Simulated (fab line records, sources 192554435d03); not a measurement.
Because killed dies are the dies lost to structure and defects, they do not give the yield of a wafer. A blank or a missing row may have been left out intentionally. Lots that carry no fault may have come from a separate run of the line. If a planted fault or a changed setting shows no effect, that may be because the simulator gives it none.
fab line records    flow n5-finfet
record lots=8  wafers=24  last-day=18
route steps=1938 shown SD_EPI_P@300 BEOL_M4@1111 PASSIVATION@1936
lots with no fault: from the same line, run without faults
start-h: the number of hours between the record's first day and the start of the first shown wafer of the lot    wait-h: hours since the lot's step before    " the same as in the row above    L1.1+2: several wafers, shown together as one row    - either no value or no given start    * or withheld: withheld    < > ~ a bound
route shown NAME@n: a module of which the file shows steps, and the number in the route of the first    usual: mean and standard deviation over wafers with no fault    same: alike in all rows    chamber/n: place in a boat    sites: each site's reading    _std_site: the values' standard deviation    _edge_site: inner sites' mean taken away from outer sites' mean    radius-mm: how far each site lies from the wafer's centre    mask NAME#n: copy n    behind: tool/chamber where the wafer was last shaped    hold: why the lot went on hold/how many hours it stayed there/how the hold came to an end    device: the transistor (n, p or np) that didn't switch    end of line: the same wafers' tests at the end of the route    a step given without rows: its recipe and nothing more    killed: dies lost to structure and defects at the first sort, not the wafer's yield    map: a wafer's dies, x killed, . not, _ none there
set.NAME: the setting that was run; set.NAME@STEP: the one run at that earlier step    model.NAME: the simulator's own value behind a step, which no gauge read
steps of the route over a sample of lots; a table a step, a row a wafer
services: a tool's chamber out of use, with start hour (start-h, from the record's first day; less than 0 if before it), hours out, and reason
## steps
# step N5_SD_EPI_P_EXPOSE_06
# recipe mask-id=SD_P_BLK  na=1.35  source-shape=conventional  sigma-outer=0.8  polarization=unpolarized  target-cd-nm=240  dose-mj=39.5
# usual exposure-dose-mJ-cm2=39.49/0.036
lot.wafer  tool             chamber  start-h  wait-h  mask        exposure-dose-mJ-cm2
L578.2     arfi-scanner-03  0        58.43    -       SD_P_BLK#0  39.48
L578.3     "                0        "        "       SD_P_BLK#0  39.47
L578.6     "                0        "        "       SD_P_BLK#0  39.50
L583.2     arfi-scanner-01  0        84.42    -       SD_P_BLK#0  39.54
L583.4     "                0        "        "       SD_P_BLK#0  39.55
L583.5     "                0        "        "       SD_P_BLK#0  39.52
L587.3     arfi-scanner-03  0        108.52   -       SD_P_BLK#0  39.48
L587.5     "                0        "        "       SD_P_BLK#0  39.49
L587.6     "                0        "        "       SD_P_BLK#0  39.54
L594.3     arfi-scanner-03  0        149.31   -       SD_P_BLK#0  39.47
L594.5     "                0        "        "       SD_P_BLK#0  39.50
L594.6     "                0        "        "       SD_P_BLK#0  39.54
L596.4     arfi-scanner-03  0        166.45   -       SD_P_BLK#0  39.48
L596.5     "                0        "        "       SD_P_BLK#0  39.50
L596.6     "                0        "        "       SD_P_BLK#0  39.46
L597.2     arfi-scanner-01  0        167.60   -       SD_P_BLK#0  39.45
L597.3     "                0        "        "       SD_P_BLK#0  39.49
L597.4     "                0        "        "       SD_P_BLK#0  39.48
L598.1     arfi-scanner-01  0        178.15   -       SD_P_BLK#0  39.47
L598.4     "                0        "        "       SD_P_BLK#0  39.42
L598.5     "                0        "        "       SD_P_BLK#0  39.45
L600.1     arfi-scanner-01  0        186.94   -       SD_P_BLK#0  39.46
L600.5     "                0        "        "       SD_P_BLK#0  39.44
L600.6     "                0        "        "       SD_P_BLK#0  39.46
# step N5_SD_EPI_P_OVL_MEAS_10
# recipe points-per-wafer=44
# usual SD_P_BLK_OVL=0.3/0.74
lot.wafer  tool        chamber  start-h  wait-h  SD_P_BLK_OVL[nm]
L578.2     overlay-02  0        58.58    0.0     0.2
L578.3     "           0        "        "       0.7
L578.6     "           0        "        "       1.1
L583.2     overlay-01  0        84.57    0.0     -0.2
L583.4     "           0        "        "       0.3
L583.5     "           0        "        "       0.0
L587.3     overlay-02  0        108.66   0.0     0.7
L587.5     "           0        "        "       0.5
L587.6     "           0        "        "       1.9
L594.3     overlay-01  0        149.46   0.0     86.5
L594.5     "           0        "        "       86.6
L594.6     "           0        "        "       87.5
L596.4     overlay-02  0        166.58   0.0     86.0
L596.5     "           0        "        "       84.7
L596.6     "           0        "        "       86.6
L597.2     overlay-02  0        167.74   0.0     -0.1
L597.3     "           0        "        "       -1.1
L597.4     "           0        "        "       -0.3
L598.1     overlay-02  0        178.31   0.0     -0.9
L598.4     "           0        "        "       -0.4
L598.5     "           0        "        "       0.6
L600.1     overlay-02  0        187.10   0.0     0.7
L600.5     "           0        "        "       0.3
L600.6     "           0        "        "       0.8
# step N5_SD_EPI_P_DESCUM_14
# recipe chemistry=O2  time-s=7.9  source-power-w=50  bias-power-w=20  pressure-mtorr=20  rf-frequency-hz=2.712e+07  temp-c=40  resist=CAR-ArF-block  o2-flow-sccm=225
# usual drypump-motor-current-A=5.7/0.39  oes-product-au=0.78/0.085  rf-fwd-power-W=49.38/0.22  rf-vpp-V=243.1/1.3  showerhead-plenum-p-Torr=2.09/0.061  temp-c=40.02/0.12  throttle-valve-pct=20.49/0.25
lot.wafer  tool         chamber  start-h  wait-h  drypump-motor-current-A  oes-product-au  rf-fwd-power-W  rf-hours-counter-h  rf-vpp-V  showerhead-plenum-p-Torr  temp-c  throttle-valve-pct
L578.2     rie-diel-04  2        58.64    0.0     6.5                      0.66            49.54           258                 242.3     2.07                      39.97   20.95
L578.3     "            1        "        "       5.9                      0.71            49.61           185                 243.5     2.16                      39.87   20.43
L578.6     "            2        "        "       6.5                      0.66            49.43           -                   243.0     2.07                      40.15   20.97
L583.2     rie-diel-05  3        84.63    0.0     5.7                      0.86            49.45           56                  243.0     2.04                      40.15   20.15
L583.4     "            3        "        "       5.7                      0.87            49.11           -                   241.3     2.04                      40.16   20.16
L583.5     "            2        "        "       5.1                      0.94            49.19           -                   243.4     2.13                      39.95   20.21
L587.3     rie-diel-06  0        108.76   0.1     5.7                      0.72            49.23           220                 245.4     2.15                      40.10   20.28
L587.5     "            3        "        "       5.2                      0.77            49.33           -                   245.0     2.19                      39.95   20.19
L587.6     "            0        "        "       5.7                      0.71            49.26           -                   242.9     2.15                      40.29   20.29
L594.3     rie-diel-05  2        149.52   0.0     5.1                      0.88            49.49           40                  244.1     2.12                      40.02   20.25
L594.5     "            1        "        "       5.5                      0.72            49.26           -                   241.7     2.00                      40.01   20.55
L594.6     "            2        "        "       5.1                      0.89            49.13           -                   243.7     2.12                      39.96   20.25
L596.4     rie-diel-05  0        166.64   0.0     6.0                      0.73            49.46           190                 244.7     2.16                      40.06   20.82
L596.5     "            2        "        "       5.1                      0.88            49.09           -                   242.7     2.12                      39.96   20.26
L596.6     "            1        "        "       5.5                      0.72            49.50           -                   242.0     2.00                      40.16   20.57
L597.2     rie-diel-05  0        167.80   0.0     5.9                      0.73            49.49           190                 244.2     2.16                      39.91   20.84
L597.3     "            1        "        "       5.5                      0.72            49.43           181                 242.0     2.00                      39.89   20.55
L597.4     "            2        "        "       5.1                      0.88            49.13           47                  244.5     2.12                      40.06   20.26
L598.1     rie-diel-04  0        178.36   0.0     5.6                      0.83            49.54           59                  243.6     2.05                      40.18   20.50
L598.4     "            0        "        "       5.6                      0.83            49.43           -                   243.4     2.05                      40.00   20.52
L598.5     "            3        "        "       5.1                      0.78            48.97           -                   243.5     2.09                      40.07   20.69
L600.1     rie-diel-05  3        187.15   0.0     5.6                      0.82            49.34           87                  242.7     2.03                      40.22   20.20
L600.5     "            3        "        "       5.6                      0.83            49.33           -                   241.6     2.03                      40.08   20.20
L600.6     "            0        "        "       5.9                      0.71            49.37           -                   245.6     2.16                      40.11   20.85
# step N5_SD_EPI_P_ETCH_47
# recipe chemistry=CH3F/O2  target=SiOCN  target-depth-a=250  mask-material=SOC  ion-energy-ev=60  bias-w=29  pressure-mtorr=30  source-w=410  Ar_flow_sccm=150  CH3F_flow_sccm=30  O2_flow_sccm=20
# usual drypump-motor-current-A=5.7/0.39  oes-product-au=0.77/0.086  rf-fwd-power-W=408.3/1.3  rf-vpp-V=127.7/1.4  showerhead-plenum-p-Torr=2.00/0.064  throttle-valve-pct=16.39/0.24
lot.wafer  tool         chamber  start-h  wait-h  drypump-motor-current-A  oes-product-au  rf-fwd-power-W  rf-hours-counter-h  rf-vpp-V  showerhead-plenum-p-Torr  throttle-valve-pct
L578.2     rie-diel-04  2        59.15    0.1     6.5                      0.66            409.7           259                 127.8     1.96                      16.82
L578.3     "            1        "        "       5.9                      0.70            408.0           186                 130.8     2.08                      16.45
L578.6     "            2        "        "       6.5                      0.66            408.5           -                   128.0     1.96                      16.82
L583.2     rie-diel-05  3        85.14    0.1     5.7                      0.87            407.9           57                  126.7     1.94                      15.97
L583.4     "            3        "        "       5.6                      0.87            407.5           -                   126.8     1.94                      15.97
L583.5     "            2        "        "       5.1                      0.92            407.7           -                   125.6     2.04                      16.12
L587.3     rie-diel-06  0        109.28   0.1     5.7                      0.71            407.2           221                 127.8     2.06                      16.25
L587.5     "            3        "        "       5.2                      0.76            407.8           -                   129.4     2.09                      16.15
L587.6     "            0        "        "       5.7                      0.71            407.1           -                   128.7     2.06                      16.26
L594.3     rie-diel-05  2        150.03   0.1     5.1                      0.88            407.5           41                  125.7     2.03                      16.18
L594.5     "            1        "        "       5.5                      0.73            408.5           -                   128.9     1.91                      16.43
L594.6     "            2        "        "       5.1                      0.87            408.6           -                   126.8     2.03                      16.21
L596.4     rie-diel-05  0        167.16   0.1     6.0                      0.71            407.8           190                 128.2     2.07                      16.74
L596.5     "            2        "        "       5.1                      0.87            408.0           -                   127.3     2.03                      16.22
L596.6     "            1        "        "       5.5                      0.71            409.5           -                   127.1     1.91                      16.46
L597.2     rie-diel-05  0        168.32   0.1     6.0                      0.72            410.8           190                 128.5     2.07                      16.73
L597.3     "            1        "        "       5.5                      0.71            411.2           182                 127.2     1.91                      16.44
L597.4     "            2        "        "       5.1                      0.87            407.2           48                  126.6     2.03                      16.19
L598.1     rie-diel-04  0        178.88   0.1     5.6                      0.84            410.6           59                  127.4     1.95                      16.32
L598.4     "            0        "        "       5.6                      0.84            410.4           -                   128.8     1.95                      16.33
L598.5     "            3        "        "       5.1                      0.78            406.7           -                   125.4     2.01                      16.61
L600.1     rie-diel-05  3        187.67   0.1     5.7                      0.83            407.9           87                  127.2     1.93                      16.03
L600.5     "            3        "        "       5.6                      0.83            408.0           -                   126.8     1.93                      16.03
L600.6     "            0        "        "       6.0                      0.71            409.1           -                   128.9     2.07                      16.76
# step N5_SD_EPI_P_ETCH_16
# recipe chemistry=CHF3/O2  target=SiO2  target-depth-a=50  mask-material=SOC  pressure-mtorr=30  source-w=650  bias-w=170  Ar_flow_sccm=200  CHF3_flow_sccm=50  O2_flow_sccm=5  ion-energy-ev=200
# usual drypump-motor-current-A=5.7/0.4  oes-product-au=0.77/0.085  rf-fwd-power-W=643.0/3  rf-vpp-V=526/5.5  showerhead-plenum-p-Torr=2.41/0.075  throttle-valve-pct=18.95/0.24
lot.wafer  tool         chamber  start-h  wait-h  drypump-motor-current-A  oes-product-au  rf-fwd-power-W  rf-hours-counter-h  rf-vpp-V  showerhead-plenum-p-Torr  throttle-valve-pct
L578.2     rie-diel-04  2        59.25    0.1     6.5                      0.66            644.7           259                 522       2.37                      19.36
L578.3     "            1        "        "       5.9                      0.70            644.8           186                 533       2.50                      19.00
L578.6     "            2        "        "       6.5                      0.66            642.0           -                   519       2.37                      19.35
L583.2     rie-diel-05  3        85.24    0.1     5.7                      0.86            647.0           57                  520       2.34                      18.52
L583.4     "            3        "        "       5.7                      0.86            643.8           -                   520       2.34                      18.51
L583.5     "            2        "        "       5.1                      0.92            642.6           -                   521       2.45                      18.74
L587.3     rie-diel-06  0        109.38   0.1     5.8                      0.71            641.8           221                 532       2.48                      18.78
L587.5     "            3        "        "       5.2                      0.77            638.7           -                   533       2.51                      18.70
L587.6     "            0        "        "       5.7                      0.71            642.6           -                   531       2.48                      18.78
L594.3     rie-diel-05  2        150.13   0.1     5.1                      0.89            639.7           41                  519       2.45                      18.78
L594.5     "            1        "        "       5.5                      0.72            640.1           -                   529       2.30                      19.01
L594.6     "            2        "        "       5.1                      0.88            638.2           -                   520       2.45                      18.76
L596.4     rie-diel-05  0        167.26   0.1     6.0                      0.72            644.3           190                 526       2.49                      19.31
L596.5     "            2        "        "       5.1                      0.87            642.5           -                   519       2.44                      18.78
L596.6     "            1        "        "       5.5                      0.72            641.4           -                   529       2.30                      19.02
L597.2     rie-diel-05  0        168.42   0.1     6.0                      0.72            641.7           190                 526       2.49                      19.31
L597.3     "            1        "        "       5.5                      0.72            641.7           182                 527       2.30                      19.01
L597.4     "            2        "        "       5.1                      0.87            642.8           48                  521       2.44                      18.78
L598.1     rie-diel-04  0        178.98   0.1     5.6                      0.84            645.3           59                  526       2.35                      18.91
L598.4     "            0        "        "       5.6                      0.84            645.8           -                   527       2.35                      18.92
L598.5     "            3        "        "       5.1                      0.77            639.5           -                   516       2.42                      19.22
L600.1     rie-diel-05  3        187.77   0.1     5.7                      0.82            644.0           87                  520       2.33                      18.58
L600.5     "            3        "        "       5.7                      0.83            643.3           -                   522       2.33                      18.58
L600.6     "            0        "        "       6.0                      0.71            643.0           -                   526       2.49                      19.31
# step N5_BEOL_M4_RC_MEAS_101
# usual DIBL_N=36.4/1.2  DIBL_P=36.1/1.6  IOFF_N=0.156/0.024  IOFF_P=0.21/0.031  ION_N=674/11  ION_P=463/6.9  SS_N=71.5/0.5  SS_P=73.2/0.55  VT_N=250.0/2.9  VT_P=-250/3.6
lot.wafer  tool       chamber  start-h  wait-h  DIBL_N[mV/V]  DIBL_P[mV/V]  IOFF_N[nA/um]  IOFF_P[nA/um]  ION_N[uA/um]  ION_P[uA/um]  SS_N[mV/dec]  SS_P[mV/dec]  VT_N[mV]  VT_P[mV]
L578.2     prober-02  0        166.60   0.2     37.7          38.4          0.178          0.22           671           462           72.2          73.5          250.2     -250
L578.3     "          0        "        "       35.5          36.8          0.155          0.20           675           464           71.2          72.9          251.4     -251
L578.6     "          0        "        "       36.2          37.6          0.157          0.20           679           464           70.8          72.7          250.2     -252
L583.2     prober-01  0        193.78   0.2     35.2          34.7          0.133          0.20           668           468           71.4          73.0          250.7     -249
L583.4     "          0        "        "       35.9          36.4          0.144          0.22           671           468           72.3          73.8          251.6     -246
L583.5     "          0        "        "       35.2          34.3          0.134          0.20           665           461           71.2          72.9          253.1     -250
L587.3     prober-02  0        222.35   0.3     39.1          38.8          0.219          0.26           698           476           72.2          73.5          243.5     -246
L587.5     "          0        "        "       37.1          35.5          0.158          0.21           676           466           71.5          73.5          249.8     -249
L587.6     "          0        "        "       38.8          38.1          0.207          0.25           698           471           71.7          73.9          244.3     -246
L594.3     prober-01  0        255.87   0.3     36.6          34.7          0.131          0.19           657           461           71.2          73.2          252.3     -251
L594.5     "          0        "        "       37.2          35.6          0.152          0.19           670           458           71.5          73.2          250.9     -251
L594.6     "          0        "        "       35.9          34.3          0.130          0.17           664           460           71.3          73.3          251.3     -252
L597.2     prober-01  0        276.94   0.2     37.7          36.7          0.175          0.25           679           467           71.8          73.3          247.2     -247
L597.3     "          0        "        "       37.7          37.1          0.186          0.26           688           470           71.7          74.1          247.7     -247
L597.4     "          0        "        "       36.4          34.8          0.149          0.22           661           463           71.0          73.3          250.1     -248
L596.4     prober-01  0        283.16   0.5     33.6          34.5          0.101          0.16           653           455           70.5          73.0          258.6     -256
L596.5     "          0        "        "       34.9          36.2          0.126          0.18           663           460           71.2          72.9          253.7     -254
L596.6     "          0        "        "       34.4          35.3          0.112          0.17           657           457           70.8          72.4          257.3     -256
L598.1     prober-02  0        284.30   0.0     34.0          34.0          0.129          0.18           667           467           71.0          73.1          252.9     -249
L598.4     "          0        "        "       34.5          35.2          0.134          0.20           670           467           71.1          72.5          249.4     -250
L598.5     "          0        "        "       34.4          33.8          0.120          0.18           660           459           70.2          72.6          251.6     -250
L600.1     prober-02  0        314.63   0.0     37.1          37.7          0.179          0.23           668           464           71.8          74.1          247.6     -249
L600.5     "          0        "        "       36.2          36.1          0.154          0.20           657           455           71.2          73.4          252.0     -253
L600.6     "          0        "        "       36.1          36.2          0.154          0.20           670           460           71.6          73.5          250.1     -253
# step N5_PASSIVATION_PROBE_49
# usual defect-limited-yield=91.4/1.5  killed_at_M0_to_M3=31/11  killed_at_M4_up=13/5.5  killed-at-contacts=13/6.3  killed-at-front-end=40/13  killed-at-other=3.3/2.6  killed-dies=101/18  killed-on-rim=13/4  killed-open=67/13  killed-short=33/7.9  sort_bin_5_function=5.1/1  sort_bin_6_memory=3.2/0.68  sort-n-pass=1079/18  sort-yield-pct=91.4/1.5
# same gross-dies=1180  killed-at-back-side=0  sort_bin_4_leakage[%]=0  sort_bin_8_speed[%]=0
lot.wafer  tool       chamber  start-h  wait-h  defect-limited-yield[%]  killed_at_M0_to_M3  killed_at_M4_up  killed-at-contacts  killed-at-front-end  killed-at-other  killed-dies  killed-on-rim  killed-open  killed-short  sort_bin_5_function[%]  sort_bin_6_memory[%]  sort-n-pass  sort-yield-pct[%]
L600.1     prober-02  -        422.03   0.0     91.6                     23                  8                21                  46                   1                99           14             66           33            5.0                     3.1                   1081         91.6
L600.5     prober-02  -        422.23   0.2     91.0                     24                  11               13                  56                   2                106          12             76           30            5.6                     3.1                   1074         91.0
L600.6     prober-02  -        422.28   0.3     92.1                     30                  12               6                   40                   5                93           13             68           23            5.3                     2.5                   1087         92.1
# killed by level:class
L600.1 STI_FIN_REVEAL:geometric-particle:open=22 MOL_CONTACT_COAG:geometric-particle:open=17 GATE_CUT:geometric-particle:short=8 BEOL_M0_SAQP:geometric-particle:short=7 FIN_SAQP:geometric-particle:open=6 BEOL_M1:geometric-particle:open=6 BEOL_M0_SAQP:geometric-particle:open=5 MOL_CONTACT_COAG:geometric-particle:short=4
L600.5 FIN_SAQP:geometric-particle:open=18 MOL_CONTACT_COAG:geometric-particle:open=12 DUMMY_GATE:geometric-particle:open=9 GATE_CUT:geometric-particle:short=8 BEOL_M0_SAQP:geometric-particle:short=7 BEOL_M1:geometric-particle:open=7 STI_FIN_REVEAL:geometric-particle:open=5 BEOL_M4:geometric-particle:open=5
L600.6 STI_FIN_REVEAL:geometric-particle:open=9 BEOL_M1:geometric-particle:open=9 FIN_SAQP:geometric-particle:open=7 BEOL_M3:geometric-particle:open=7 BEOL_M4:geometric-particle:open=6 MOL_CONTACT_COAG:geometric-particle:open=5 BEOL_M0_SAQP:geometric-particle:short=5 STI_FIN_REVEAL:geometric-particle:short=4
## services
tool             chamber  start-h  hours  kind
arfi-scanner-01  -        47.98    0.8    pm
rie-diel-06      -        58.10    2.8    pm
arfi-scanner-01  -        58.38    2.2    repair
arfi-scanner-03  -        62.29    1.0    pm
arfi-scanner-03  -        64.30    1.0    pm
arfi-scanner-01  -        65.78    1.0    repair
arfi-scanner-03  -        65.89    1.5    repair
arfi-scanner-01  -        74.31    1.0    pm
rie-diel-06      3        81.36    10.5   repair
rie-diel-04      0        85.45    2.4    repair
arfi-scanner-01  -        87.90    0.7    repair
arfi-scanner-01  -        103.01   3.9    pm
rie-diel-05      0        105.22   2.4    repair
arfi-scanner-03  -        114.28   1.3    pm
arfi-scanner-01  -        115.74   1.3    pm
arfi-scanner-03  -        121.95   1.2    repair
arfi-scanner-01  -        127.09   0.6    repair
arfi-scanner-03  -        131.11   2.3    repair
arfi-scanner-03  -        135.20   0.8    pm
arfi-scanner-01  -        141.82   3.1    pm
rie-diel-05      0        149.24   2.4    repair
rie-diel-04      0        150.26   5.2    repair
arfi-scanner-01  -        173.77   0.8    pm
rie-diel-06      1        175.19   8.7    repair
## key
first-sign step=N5_SD_EPI_P_OVL_MEAS_10  reading=SD_P_BLK_OVL  direction=up  sigmas=99+  usual=0.3  struck=86.3
effect none on later readings
met-at N5_SD_EPI_P_EXPOSE_06
struck-lots L594,L596
not-acting-at N5_SD_EPI_P_DESCUM_14,N5_SD_EPI_P_ETCH_47,N5_SD_EPI_P_ETCH_16
onset-between 108.52 149.31
fault kind=scanner-matching-overlay  tool=arfi-scanner-03  chamber=-  onset-h=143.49  steps=N5_SD_EPI_P_EXPOSE_06  offset=67.473
